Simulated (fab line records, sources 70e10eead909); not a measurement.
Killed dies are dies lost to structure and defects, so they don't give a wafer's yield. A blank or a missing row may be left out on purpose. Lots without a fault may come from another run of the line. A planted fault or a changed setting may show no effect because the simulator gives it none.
Chamber matching | flow nand_harc | NHARC_A_CONTACT_DEP_24 on pecvd-02: 3 sister chambers
The step deposits SiO2, target thk 500 nm. 3 wafers are shown with their chamber, then 7 later ones without.

WAFERS WITH THEIR CHAMBER
wafer  | chamber | throttle_valve_pct (%)
L550.3 | 0       | 16.0
L553.4 | 1       | 16.2
L553.6 | 2       | 16.7

WAFERS WITHOUT THEIR CHAMBER
wafer  | throttle_valve_pct (%)
L551.1 | 16.6
L551.4 | 16.0
L554.1 | 16.0
L554.4 | 16.3
L563.1 | 17.0
L563.2 | 16.1
L563.5 | 16.9

WHICH CHAMBER EACH WENT THROUGH
wafer  | from the rows above          | in truth
L551.1 | can't be placed: 2 or 1      | 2
L551.4 | can't be placed: 0 or 1      | 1
L554.1 | can't be placed: 0 or 1      | 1
L554.4 | can't be placed: 1 or 0 or 2 | 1
L563.1 | 2                            | 2
L563.2 | can't be placed: 1 or 0      | 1
L563.5 | 2                            | 2
Placed correctly: 2 of 7. Can't be placed from these rows: 5 (the true chamber is among the candidates in 5). Placed wrongly: 0.
How it was worked out, from the rows above alone: a wafer's distance from a chamber is the root of the sum, over the readings, of the square of ((its reading less the chamber's mean) divided by the reading's scatter). The wafer belongs to the nearest chamber; if the next one is less than 2 further off, it can't be placed. A chamber's mean is the mean of its shown wafers. The scatter: with one shown wafer a chamber, the root of the mean of the squares of how far each hidden wafer lies from its nearest shown one.
